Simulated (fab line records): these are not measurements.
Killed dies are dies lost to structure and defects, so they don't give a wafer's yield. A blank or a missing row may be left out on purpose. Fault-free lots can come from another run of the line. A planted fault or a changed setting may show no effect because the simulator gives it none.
Chamber matching | flow nandHarc | aldHk-04 running NHARC_A_CHANNEL_FILL_D1_ALD_25: 4 sister chambers
The step deposits SiOx, target thk 60 nm, pulse time 10 s, ald cycles 600. 8 wafers are shown with their chamber, then 8 later ones without.

== EACH WAFER AND ITS CHAMBER ==
wafer  | chamber | heaterPowerW (W) | heaterPowerOuterW (W)
L075.4 | 0       | 426              | 246
L081.2 | 0       | 429              | 238
L084.2 | 2       | 426              | 221
L084.3 | 1       | 440              | 242
L088.2 | 3       | 485              | 275
L088.4 | 1       | 456              | 238
L088.5 | 2       | 438              | 223
L089.1 | 3       | 506              | 263

== WAFERS WHOSE CHAMBER IS MISSING ==
wafer  | heaterPowerW (W) | heaterPowerOuterW (W)
L089.5 | 489              | 272
L089.6 | 422              | 213
L092.1 | 434              | 224
L092.5 | 424              | 217
L092.6 | 475              | 265
L096.1 | 436              | 244
L096.2 | 424              | 220
L096.4 | 447              | 236

== THE CHAMBER EACH PASSED THROUGH ==
wafer  | from the rows above     | in truth
L089.5 | 3                       | 3
L089.6 | 2                       | 2
L092.1 | 2                       | 2
L092.5 | 2                       | 2
L092.6 | 3                       | 3
L096.1 | can't be placed: 0 or 1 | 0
L096.2 | 2                       | 2
L096.4 | can't be placed: 1 or 0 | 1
Correctly placed: 6 of 8. From these rows, 2 cannot be placed; in 2 the true chamber is one of the candidates. Number placed wrongly: 0.
How it was worked out, from the rows above alone: a wafer's distance from a chamber is the root of the sum, over the readings, of the square of ((its reading less the chamber's mean) divided by the reading's scatter). If the next closest chamber is less than 2 further off than the closest, the wafer can't be placed; otherwise it belongs to the closest. Each chamber's mean is taken over the wafers shown for it. The scatter is the square root of a quotient: the sum, over the shown wafers, of each reading's squared deviation from its chamber's mean, divided by wafers minus chambers.
